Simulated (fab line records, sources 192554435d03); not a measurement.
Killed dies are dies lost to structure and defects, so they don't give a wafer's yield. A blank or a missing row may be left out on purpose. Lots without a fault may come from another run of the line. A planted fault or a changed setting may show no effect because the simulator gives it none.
Chamber matching | flow n5_finfet | N5_GATE_CUT_STRIP_59 on rie_diel-05: 4 sister chambers
The step strips in N2/H2, time 20 s. 8 wafers are shown with their chamber, then 9 later ones without.

WAFERS WITH THEIR CHAMBER
wafer  | chamber | showerhead_plenum_p_Torr (Torr) | drypump_motor_current_A (A)
L078.6 | 3       | 3.47                            | 5.8
L081.4 | 0       | 3.14                            | 5.6
L083.4 | 2       | 3.55                            | 6.8
L083.5 | 2       | 3.55                            | 6.7
L083.6 | 1       | 3.58                            | 6.1
L086.1 | 1       | 3.58                            | 6.1
L086.2 | 3       | 3.46                            | 5.8
L086.4 | 0       | 3.14                            | 5.6

WAFERS WITHOUT THEIR CHAMBER
wafer  | showerhead_plenum_p_Torr (Torr) | drypump_motor_current_A (A)
L091.1 | 3.13                            | 5.6
L091.3 | 3.54                            | 6.7
L091.4 | 3.58                            | 6.1
L093.1 | 3.54                            | 6.8
L093.5 | 3.13                            | 5.6
L093.6 | 3.57                            | 6.1
L096.2 | 3.57                            | 6.1
L096.3 | 3.54                            | 6.8
L096.4 | 3.13                            | 5.6

WHICH CHAMBER EACH WENT THROUGH
wafer  | from the rows above | in truth
L091.1 | 0                   | 0
L091.3 | 2                   | 2
L091.4 | 1                   | 1
L093.1 | 2                   | 2
L093.5 | 0                   | 0
L093.6 | 1                   | 1
L096.2 | 1                   | 1
L096.3 | 2                   | 2
L096.4 | 0                   | 0
Placed correctly: 9 of 9. Can't be placed from these rows: 0. Placed wrongly: 0.
How it was worked out, from the rows above alone: a wafer's distance from a chamber is the root of the sum, over the readings, of the square of ((its reading less the chamber's mean) divided by the reading's scatter). The wafer belongs to the nearest chamber; if the next one is less than 2 further off, it can't be placed. A chamber's mean is the mean of its shown wafers. The scatter: the root of (the sum of the squares of (reading less its chamber's mean) over the shown wafers, divided by (wafers less chambers)).
